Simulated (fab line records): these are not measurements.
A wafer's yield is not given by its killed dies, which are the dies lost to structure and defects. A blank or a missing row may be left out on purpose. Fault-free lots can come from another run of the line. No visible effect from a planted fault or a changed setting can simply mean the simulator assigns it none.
Problem report, 8D (eight disciplines) form, completed by code -- flow nand_harc -- the parts of the form that need people (team, actions taken, sign-off) are left out

== 1. WHAT IS WRONG ==
Mean of killed_at_periphery at NHARC_END_SORT_01: 92.0 across 2 wafers in 2 lots; on wafers with no fault it is 3.6 (standard deviation 2.3). That is +38 standard deviations from the usual mean.
First seen on wafer L143.6, day 23 12:16, on prober-02. The record holds 6 wafers of 4 lots with a number at this step. The rule behind "out" and "out of limits": a value lying over 4 standard deviations away from the usual mean. Any other wafer with a number is counted as sound.

== 2. WHAT IT IS; WHAT IT IS NOT ==
question,is,is not
which readings at this step,"killed_at_periphery, defect_limited_yield, killed_dies, sort_bin_2_pct, sort_bin_3_pct, sort_n_pass, sort_yield_pct","killed_at_array, killed_at_other, killed_open, killed_short"
which lots,"L143, L146","L131, L135"
which wafers of those lots,all that have a number,-
read on which gauges,"prober-01, prober-02",-
when,from day 23 12:16,up to then (4 sound wafers)

== 3. THE SUSPECTS, EACH WITH WHAT RULES IT OUT ==
Counting: a tool at any process step up to the reading remains a suspect when it ran all the lots that are out and ran no sound lot after the first of those.
- the gauge at NHARC_END_SORT_01: ruled out. 2 gauges (prober-01, prober-02) read the wafers that are out.
- pvd_sputter-01 at NHARC_P_BONDPAD_PRE_CLEAN_26 (time 30 s): kept. It ran every lot that is out, first L143 (day 10 14:19), and no sound lot after that. NHARC_P_BONDPAD_PRE_CLEAN_26: start missing for some lots; hours and lot order therefore follow NHARC_P_BONDPAD_ANNEAL_28.
- rtp_anneal-02 at NHARC_P_BONDPAD_ANNEAL_28 (time 90 s): kept. It ran every lot that is out, first L143 (day 10 14:19), and no sound lot after that.
- cmp-04 at NHARC_P_BONDPAD_CMP_19 (polishes, t overpolish 30 s, cu recess touch 16 s, target thk 160.81 nm): kept. It ran every lot that is out, first L143 (day 10 14:37), and no sound lot after that.
- wet_bench-10 at NHARC_P_BONDPAD_PRECLEAN_30 (cleans in DIW, time 300 s): kept. It processed each lot that is out, first L143 at day 10 15:26, and no sound lot thereafter; up to then, the last sound lot it processed was L131 at day 7 14:23.
Left after counting: pvd_sputter-01 at NHARC_P_BONDPAD_PRE_CLEAN_26, rtp_anneal-02 at NHARC_P_BONDPAD_ANNEAL_28, cmp-04 at NHARC_P_BONDPAD_CMP_19, wet_bench-10 at NHARC_P_BONDPAD_PRECLEAN_30.

== 4. THE CAUSE (what the simulator had put in) ==
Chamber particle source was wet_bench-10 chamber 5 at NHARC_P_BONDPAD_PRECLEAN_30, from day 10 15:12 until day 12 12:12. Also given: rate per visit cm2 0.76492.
Of the 4 suspects that counting leaves, this tool is one.

== 5. THE CHAIN OF EFFECTS, in route order ==
Rows list readings where the struck wafers' mean (over those with a number) sits beyond 3 standard deviations from the usual. Only readings for which the record gives a usual standard deviation are gone through. hours: the time from each lot's start at the first step in this table that gives one to its start at this step, as a median over the lots. sigmas: the change in usual standard deviations.
hours,step,reading,usual,on struck wafers,change,sigmas
0,NHARC_END_SORT_01,defect_limited_yield,95.3 %,82.5,-12.8,-7.5
0,NHARC_END_SORT_01,killed_at_periphery,3.6,92.0,+88.4,+38
0,NHARC_END_SORT_01,killed_dies,32,118,+86,+7.2
0,NHARC_END_SORT_01,sort_bin_2_pct,1.4 %,7.8,+6.4,+10
0,NHARC_END_SORT_01,sort_bin_3_pct,0.26 %,2.44,+2.18,+9.9
0,NHARC_END_SORT_01,sort_bin_4_pct,3.0 %,7.2,+4.2,+3.5
0,NHARC_END_SORT_01,sort_n_pass,645,558,-86,-7.2
0,NHARC_END_SORT_01,sort_yield_pct,95.3 %,82.5,-12.8,-7.5

== 6. WHAT WOULD HAVE CAUGHT IT SOONER ==
The first out-of-limits reading at a measuring or inspecting step in this record came at day 23 12:16, 309 hours after the fault's start at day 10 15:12.
Lots out: 2; all had begun NHARC_P_BONDPAD_PRECLEAN_30 on wet_bench-10 by day 23 12:16. Tool hold at that time: it would have spared none of them.
